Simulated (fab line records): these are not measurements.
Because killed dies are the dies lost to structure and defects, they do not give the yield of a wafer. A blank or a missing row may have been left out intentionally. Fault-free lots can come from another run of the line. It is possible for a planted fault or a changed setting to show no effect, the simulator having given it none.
fab line records || flow n5Finfet
record: {"lots": 5, "wafers": 13, "lastDay": 17}
route steps=1938 shown MIM_BOT_LITHO@1861 MIM_BOT_ETCH@1866 PASS1_CAP@1873 TV_LITHO@1875 TV_OPEN@1887
lots that met no fault: taken from a fault-free run of the same line
startH: start of the lot's first displayed wafer, in hours after the record's first day || waitH: hours from the lot's prior step to this one || " repeats the value in the row above || L1.1+2: one row covering several wafers at once || - no value present, or no start provided || * or withheld: withheld || < > ~ a bound
route shown NAME@n: a module of which the file shows steps, and the number in the route of the first || usual: mean and standard deviation over wafers with no fault || same: alike in all rows || chamber/n: place in a boat || sites: the reading at each site || _std_site: the standard deviation of these || _edge_site: mean of outer sites minus mean of inner sites || radiusMm: how far each site lies from the wafer's centre || mask NAME#n: copy n || behind: the last tool/chamber to shape the wafer || hold: reason for holding the lot/hours on hold/outcome of the hold || device: transistor that didn't switch, given as n, p or np || end of line: the route-end tests of the same wafers || a step with no rows: only its recipe || killed: count of dies lost to structure and defects at first sort (not the wafer's yield) || map: per-die view of a wafer (x killed, . not killed, _ where there is no die)
set.NAME: the setting that was run; set.NAME@STEP: the one run at that earlier step || model.NAME: the simulator's own value behind a step, which no gauge read
lots seen at some steps along the route; tables by step, rows by wafer
services: the hour from which a tool's chamber was out of use, counted from the record's first day as startH (under 0 if before that day), plus the number of hours and why
== steps ==
step: N5_MIM_BOT_LITHO_HARDBAKE_09
recipe: {"tempC": 130, "timeS": 120}
step: N5_MIM_BOT_LITHO_DESCUM_10
recipe: {"chemistry": "O2", "timeS": 7.9, "sourcePowerW": 50, "biasPowerW": 20, "pressureMtorr": 20, "rfFrequencyHz": 2.712e+07, "tempC": 40, "o2FlowSccm": 225}
step: N5_MIM_BOT_ETCH_ETCH_04
recipe: {"chemistry": "CF4/O2", "target": "SiNx", "targetDepthA": 260, "timeS": 13, "ionEnergyEv": 100, "pressureMtorr": 40, "sourceW": 535, "biasW": 49, "Ar_flow_sccm": 100, "cf4FlowSccm": 100, "O2_flow_sccm": 10}
step: N5_MIM_BOT_ETCH_ETCH_03
recipe: {"chemistry": "Cl2/BCl3", "targetDepthA": 120, "pressureMtorr": 8, "icpW": 800, "biasW": 100, "Cl2_flow_sccm": 20, "bcl3FlowSccm": 80}
step: N5_MIM_BOT_ETCH_ETCH_00
recipe: {"chemistry": "Cl2/BCl3", "target": "TiN", "targetDepthA": 455, "ionEnergyEv": 150, "pressureMtorr": 10, "icpW": 1000, "biasW": 126, "Cl2_flow_sccm": 53.25, "bcl3FlowSccm": 21.75, "Ar_flow_sccm": 25}
step: N5_MIM_BOT_ETCH_STRIP_01
recipe: {"chemistry": "O2", "powerW": 600, "tempC": 60, "pressureMtorr": 30, "rfFrequencyHz": 6e+07, "biasPowerW": 0, "overashFraction": 0.5, "o2FlowSccm": 225}
step: N5_MIM_BOT_ETCH_STRIP_02
recipe: {"chemistry": "postEtchResidueRemover", "timeS": 1200, "tempC": 72.5}
step: N5_MIM_BOT_ETCH_CLEAN_05
recipe: {"chemistry": "IPA", "timeS": 180, "tempC": 25}
step: N5_MIM_BOT_ETCH_SRD_06
recipe: {"dry": "ipaMarangoni", "timeS": 30, "tempC": 23, "rinseLiquid": "diw"}
step: N5_PASSIVATION_PECVD_55
recipe: {"material": "SiO2", "targetThkA": 4000, "tempC": 400, "precursor": "SiH4/N2O", "pressureTorr": 2.7, "rfW": 608, "timeS": 22.5}
usual: {"heaterPowerW": "773/100", "showerheadPlenumPTorr": "8.10/0.16", "throttleValvePct": "50.8/2.8"}
{"lot.wafer": "L729.1", "tool": "pecvd-02", "chamber": 2, "startH": 306.38, "waitH": 0.0, "heaterPowerW": 848, "showerheadPlenumPTorr": 8.16, "throttleValvePct": 48.9, "model.SiO2_of_PASSIVATION_PECVD_55.thkNm": 393.8}
{"lot.wafer": "L729.4", "tool": "pecvd-02", "chamber": 0, "startH": 306.38, "waitH": 0.0, "heaterPowerW": 969, "showerheadPlenumPTorr": 7.99, "throttleValvePct": 54.2, "model.SiO2_of_PASSIVATION_PECVD_55.thkNm": 403.2}
{"lot.wafer": "L729.6", "tool": "pecvd-02", "chamber": 1, "startH": 306.38, "waitH": 0.0, "heaterPowerW": 819, "showerheadPlenumPTorr": 8.08, "throttleValvePct": 47.4, "model.SiO2_of_PASSIVATION_PECVD_55.thkNm": 402}
{"lot.wafer": "L733.3", "tool": "pecvd-02", "chamber": 1, "startH": 332.42, "waitH": 0.0, "heaterPowerW": 810, "showerheadPlenumPTorr": 8.10, "throttleValvePct": 47.6, "model.SiO2_of_PASSIVATION_PECVD_55.thkNm": 398.6}
{"lot.wafer": "L733.4", "tool": "pecvd-02", "chamber": 1, "startH": 332.42, "waitH": 0.0, "heaterPowerW": 805, "showerheadPlenumPTorr": 8.08, "throttleValvePct": 47.6, "model.SiO2_of_PASSIVATION_PECVD_55.thkNm": 362.2}
{"lot.wafer": "L735.1", "tool": "pecvd-02", "chamber": 0, "startH": 353.31, "waitH": 0.0, "heaterPowerW": 904, "showerheadPlenumPTorr": 8.01, "throttleValvePct": 53.9, "model.SiO2_of_PASSIVATION_PECVD_55.thkNm": 395}
{"lot.wafer": "L735.3", "tool": "pecvd-02", "chamber": 2, "startH": 353.31, "waitH": 0.0, "heaterPowerW": 876, "showerheadPlenumPTorr": 8.16, "throttleValvePct": 49.0, "model.SiO2_of_PASSIVATION_PECVD_55.thkNm": 396.2}
{"lot.wafer": "L735.6", "tool": "pecvd-02", "chamber": 0, "startH": 353.31, "waitH": 0.0, "heaterPowerW": 942, "showerheadPlenumPTorr": 7.99, "throttleValvePct": 54.1, "model.SiO2_of_PASSIVATION_PECVD_55.thkNm": 359.6}
{"lot.wafer": "L738.2", "tool": "pecvd-02", "chamber": 1, "startH": 353.56, "waitH": 0.0, "heaterPowerW": 708, "showerheadPlenumPTorr": 8.08, "throttleValvePct": 47.4, "model.SiO2_of_PASSIVATION_PECVD_55.thkNm": 391.8}
{"lot.wafer": "L738.6", "tool": "pecvd-02", "chamber": 1, "startH": 353.56, "waitH": 0.0, "heaterPowerW": 740, "showerheadPlenumPTorr": 8.09, "throttleValvePct": 47.4, "model.SiO2_of_PASSIVATION_PECVD_55.thkNm": 359.6}
{"lot.wafer": "L742.3", "tool": "pecvd-01", "chamber": 1, "startH": 390.95, "waitH": 0.0, "heaterPowerW": 799, "showerheadPlenumPTorr": 8.42, "throttleValvePct": 54.3, "model.SiO2_of_PASSIVATION_PECVD_55.thkNm": 396.8}
{"lot.wafer": "L742.4", "tool": "pecvd-01", "chamber": 0, "startH": 390.95, "waitH": 0.0, "heaterPowerW": 604, "showerheadPlenumPTorr": 7.90, "throttleValvePct": 52.9, "model.SiO2_of_PASSIVATION_PECVD_55.thkNm": 399.6}
{"lot.wafer": "L742.5", "tool": "pecvd-01", "chamber": 2, "startH": 390.95, "waitH": 0.0, "heaterPowerW": 743, "showerheadPlenumPTorr": 7.91, "throttleValvePct": 49.5, "model.SiO2_of_PASSIVATION_PECVD_55.thkNm": 409.4}
step: N5_PASSIVATION_PECVD_01
recipe: {"material": "SiNx", "targetThkA": 2000, "tempC": 400, "precursor": "SiH4/NH3/N2", "pressureTorr": 4.9, "rfW": 1406, "timeS": 43.2}
step: N5_PASSIVATION_HMDS_03
recipe: {"timeS": 60, "tempC": 120}
step: N5_PASSIVATION_COAT_04
recipe: {"spinRpm": "*", "resistThkNm": "*"}
step: N5_PASSIVATION_EBR_06
recipe: {"solvent": "PGMEA", "ebrWidthMm": 1.5}
step: N5_PASSIVATION_SOFTBAKE_05
recipe: {"tempC": 100, "timeS": 90}
step: N5_PASSIVATION_EXPOSE_07
recipe: {"maskId": "TV", "na": 0.55, "sourceShape": "conventional", "sigmaOuter": 0.8, "polarization": "unpolarized", "defocusNm": 0, "targetCdNm": 3000, "doseMj": 22.75}
step: N5_PASSIVATION_PEB_08
recipe: {"pebTempC": "withheld", "pebTimeS": "*"}
step: N5_PASSIVATION_DEVELOP_09
recipe: {"developTimeS": 60, "rinseLiquid": "diw", "dry": "airSpin", "devTempC": 21}
step: N5_PASSIVATION_HARDBAKE_11
recipe: {"tempC": 130, "timeS": 120}
step: N5_PASSIVATION_DESCUM_12
recipe: {"chemistry": "O2", "timeS": 7.9, "sourcePowerW": 50, "biasPowerW": 20, "pressureMtorr": 20, "rfFrequencyHz": 2.712e+07, "tempC": 40, "o2FlowSccm": 225}
step: N5_PASSIVATION_PASS_ETCH_74
recipe: {"chemistry": "CF4/O2", "target": "SiNx", "targetDepthA": 2200, "timeS": 110, "ionEnergyEv": 100, "pressureMtorr": 40, "sourceW": 535, "biasW": 49, "Ar_flow_sccm": 100, "cf4FlowSccm": 100, "O2_flow_sccm": 10}
step: N5_PASSIVATION_VIA_ETCH_13
recipe: {"chemistry": "CHF3/O2", "target": "SiO2", "targetDepthA": 6600, "CHF3_flow_sccm": 50, "O2_flow_sccm": 5, "Ar_flow_sccm": 200, "timeS": 330, "maskMaterial": "PR", "pressureMtorr": 30, "sourceW": 650, "biasW": 170, "ionEnergyEv": 200, "ends": "cleared"}
usual: {"biasW": "170.0/0.51", "drypumpMotorCurrentA": "5.83/0.28", "etchRfOnTimeS": "235/4.9", "oesProductAu": "0.72/0.081", "rfVppV": "526/4.2", "showerheadPlenumPTorr": "2.41/0.073", "throttleValvePct": "18.94/0.27"}
{"lot.wafer": "L729.1", "tool": "rieDiel-02", "chamber": 0, "startH": 308.22, "waitH": 0.0, "biasW": 170.3, "drypumpMotorCurrentA": 6.09, "etchRfOnTimeS": 238, "oesProductAu": 0.65, "rfHoursCounterH": 206, "rfVppV": 525, "showerheadPlenumPTorr": 2.39, "throttleValvePct": 19.19, "model.coat_of_PASSIVATION_COAT_04.thkNm": "*"}
{"lot.wafer": "L729.4", "tool": "rieDiel-02", "chamber": 2, "startH": 308.22, "waitH": 0.0, "biasW": 169.4, "drypumpMotorCurrentA": 5.32, "etchRfOnTimeS": 238, "oesProductAu": 0.66, "rfHoursCounterH": "-", "rfVppV": 519, "showerheadPlenumPTorr": 2.30, "throttleValvePct": 18.76, "model.coat_of_PASSIVATION_COAT_04.thkNm": "*"}
{"lot.wafer": "L729.6", "tool": "rieDiel-02", "chamber": 3, "startH": 308.22, "waitH": 0.0, "biasW": 170.1, "drypumpMotorCurrentA": 5.59, "etchRfOnTimeS": 235, "oesProductAu": 0.84, "rfHoursCounterH": "-", "rfVppV": 520, "showerheadPlenumPTorr": 2.46, "throttleValvePct": 18.71, "model.coat_of_PASSIVATION_COAT_04.thkNm": "*"}
{"lot.wafer": "L733.3", "tool": "rieDiel-04", "chamber": 0, "startH": 333.35, "waitH": 0.0, "biasW": 169.4, "drypumpMotorCurrentA": 5.82, "etchRfOnTimeS": 236, "oesProductAu": 0.66, "rfHoursCounterH": 190, "rfVppV": 525, "showerheadPlenumPTorr": 2.48, "throttleValvePct": 19.25, "model.coat_of_PASSIVATION_COAT_04.thkNm": "*"}
{"lot.wafer": "L733.4", "tool": "rieDiel-04", "chamber": 2, "startH": 333.35, "waitH": 0.0, "biasW": 170.0, "drypumpMotorCurrentA": 5.81, "etchRfOnTimeS": 210, "oesProductAu": 0.77, "rfHoursCounterH": 64, "rfVppV": 528, "showerheadPlenumPTorr": 2.35, "throttleValvePct": 18.30, "model.coat_of_PASSIVATION_COAT_04.thkNm": "*"}
{"lot.wafer": "L735.1", "tool": "rieDiel-02", "chamber": 2, "startH": 354.84, "waitH": 0.0, "biasW": 169.6, "drypumpMotorCurrentA": 5.29, "etchRfOnTimeS": 235, "oesProductAu": 0.65, "rfHoursCounterH": 206, "rfVppV": 519, "showerheadPlenumPTorr": 2.30, "throttleValvePct": 18.82, "model.coat_of_PASSIVATION_COAT_04.thkNm": "*"}
{"lot.wafer": "L735.3", "tool": "rieDiel-02", "chamber": 0, "startH": 354.84, "waitH": 0.0, "biasW": 170.6, "drypumpMotorCurrentA": 6.08, "etchRfOnTimeS": 241, "oesProductAu": 0.63, "rfHoursCounterH": 222, "rfVppV": 524, "showerheadPlenumPTorr": 2.39, "throttleValvePct": 19.22, "model.coat_of_PASSIVATION_COAT_04.thkNm": "*"}
{"lot.wafer": "L735.6", "tool": "rieDiel-02", "chamber": 2, "startH": 354.84, "waitH": 0.0, "biasW": 169.8, "drypumpMotorCurrentA": 5.28, "etchRfOnTimeS": 216, "oesProductAu": 0.64, "rfHoursCounterH": "-", "rfVppV": 521, "showerheadPlenumPTorr": 2.30, "throttleValvePct": 18.81, "model.coat_of_PASSIVATION_COAT_04.thkNm": "*"}
{"lot.wafer": "L738.2", "tool": "rieDiel-02", "chamber": 1, "startH": 356.11, "waitH": 0.0, "biasW": 169.9, "drypumpMotorCurrentA": 5.90, "etchRfOnTimeS": 226, "oesProductAu": 0.84, "rfHoursCounterH": 9, "rfVppV": 525, "showerheadPlenumPTorr": 2.36, "throttleValvePct": 18.88, "model.coat_of_PASSIVATION_COAT_04.thkNm": "*"}
{"lot.wafer": "L738.6", "tool": "rieDiel-02", "chamber": 2, "startH": 356.11, "waitH": 0.0, "biasW": 169.8, "drypumpMotorCurrentA": 5.30, "etchRfOnTimeS": 213, "oesProductAu": 0.65, "rfHoursCounterH": "-", "rfVppV": 520, "showerheadPlenumPTorr": 2.30, "throttleValvePct": 18.81, "model.coat_of_PASSIVATION_COAT_04.thkNm": "*"}
{"lot.wafer": "L742.3", "tool": "rieDiel-04", "chamber": 2, "startH": 393.70, "waitH": 0.0, "biasW": 170.1, "drypumpMotorCurrentA": 5.80, "etchRfOnTimeS": 229, "oesProductAu": 0.75, "rfHoursCounterH": 83, "rfVppV": 528, "showerheadPlenumPTorr": 2.34, "throttleValvePct": 18.32, "model.coat_of_PASSIVATION_COAT_04.thkNm": "*"}
{"lot.wafer": "L742.4", "tool": "rieDiel-04", "chamber": 1, "startH": 393.70, "waitH": 0.0, "biasW": 169.5, "drypumpMotorCurrentA": 6.25, "etchRfOnTimeS": 229, "oesProductAu": 0.77, "rfHoursCounterH": "-", "rfVppV": 526, "showerheadPlenumPTorr": 2.54, "throttleValvePct": 19.04, "model.coat_of_PASSIVATION_COAT_04.thkNm": "*"}
{"lot.wafer": "L742.5", "tool": "rieDiel-04", "chamber": 2, "startH": 393.70, "waitH": 0.0, "biasW": 169.8, "drypumpMotorCurrentA": 5.83, "etchRfOnTimeS": 235, "oesProductAu": 0.75, "rfHoursCounterH": "-", "rfVppV": 527, "showerheadPlenumPTorr": 2.34, "throttleValvePct": 18.32, "model.coat_of_PASSIVATION_COAT_04.thkNm": "*"}
step: N5_PASSIVATION_STRIP_14
recipe: {"chemistry": "O2", "powerW": 600, "tempC": 60, "pressureMtorr": 30, "rfFrequencyHz": 6e+07, "biasPowerW": 0, "overashFraction": 0.5, "o2FlowSccm": 225}
== services ==
{"tool": "pecvd-02", "chamber": "-", "startH": 284.87, "hours": 1.5, "kind": "repair"}
{"tool": "rieDiel-02", "chamber": 3, "startH": 286.50, "hours": 12.4, "kind": "repair"}
{"tool": "rieDiel-02", "chamber": 1, "startH": 298.96, "hours": "-", "kind": "clean"}
{"tool": "rieDiel-02", "chamber": 1, "startH": 298.96, "hours": "-", "kind": "consumableReplace:focusRing"}
{"tool": "rieDiel-02", "chamber": 1, "startH": 298.96, "hours": 24.0, "kind": "scheduledDown"}
{"tool": "rieDiel-02", "chamber": 1, "startH": 298.96, "hours": 24.0, "kind": "ventCycle"}
{"tool": "rieDiel-04", "chamber": 2, "startH": 300.05, "hours": 8.2, "kind": "repair"}
{"tool": "rieDiel-04", "chamber": 2, "startH": 334.34, "hours": 3.7, "kind": "repair"}
{"tool": "rieDiel-04", "chamber": 3, "startH": 338.15, "hours": "-", "kind": "clean"}
{"tool": "rieDiel-04", "chamber": 3, "startH": 338.15, "hours": "-", "kind": "consumableReplace:focusRing"}
{"tool": "rieDiel-04", "chamber": 3, "startH": 338.15, "hours": 16.6, "kind": "scheduledDown"}
{"tool": "rieDiel-04", "chamber": 3, "startH": 338.15, "hours": 16.6, "kind": "ventCycle"}
{"tool": "pecvd-01", "chamber": 1, "startH": 354.69, "hours": 2.1, "kind": "scheduledDown"}
{"tool": "pecvd-01", "chamber": 1, "startH": 363.56, "hours": 5.5, "kind": "scheduledDown"}
{"tool": "pecvd-02", "chamber": "-", "startH": 378.01, "hours": 2.8, "kind": "pm"}
{"tool": "rieDiel-04", "chamber": 3, "startH": 386.30, "hours": 19.0, "kind": "repair"}
{"tool": "rieDiel-02", "chamber": "-", "startH": 389.42, "hours": 14.6, "kind": "pm"}
== key ==
firstSign: {"step": "N5_PASSIVATION_VIA_ETCH_13", "reading": "etchRfOnTimeS", "direction": "down", "sigmas": 4.6, "usual": "*", "struck": "*"}
effect none on later readings
modelEffect: {"step": "N5_PASSIVATION_PECVD_55", "value": "SiO2_of_PASSIVATION_PECVD_55.thkNm", "without": 399.8, "struck": 360.5}
modelEffect: {"step": "N5_PASSIVATION_VIA_ETCH_13", "value": "coat_of_PASSIVATION_COAT_04.thkNm", "without": "*", "struck": "*"}
metAt N5_PASSIVATION_PECVD_55
struckWafers L733.4,L735.6,L738.6
onsetBetween 306.38 332.42
fault: {"kind": "processParameterDrift", "tool": "pecvd-02", "chamber": "-", "onsetH": 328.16, "steps": "N5_PASSIVATION_PECVD_55", "channel": "timeS", "offset": "*", "shape": "step", "endH": 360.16, "scope": "struckWafersOnly", "actsIn": "*", "stated": "*"}
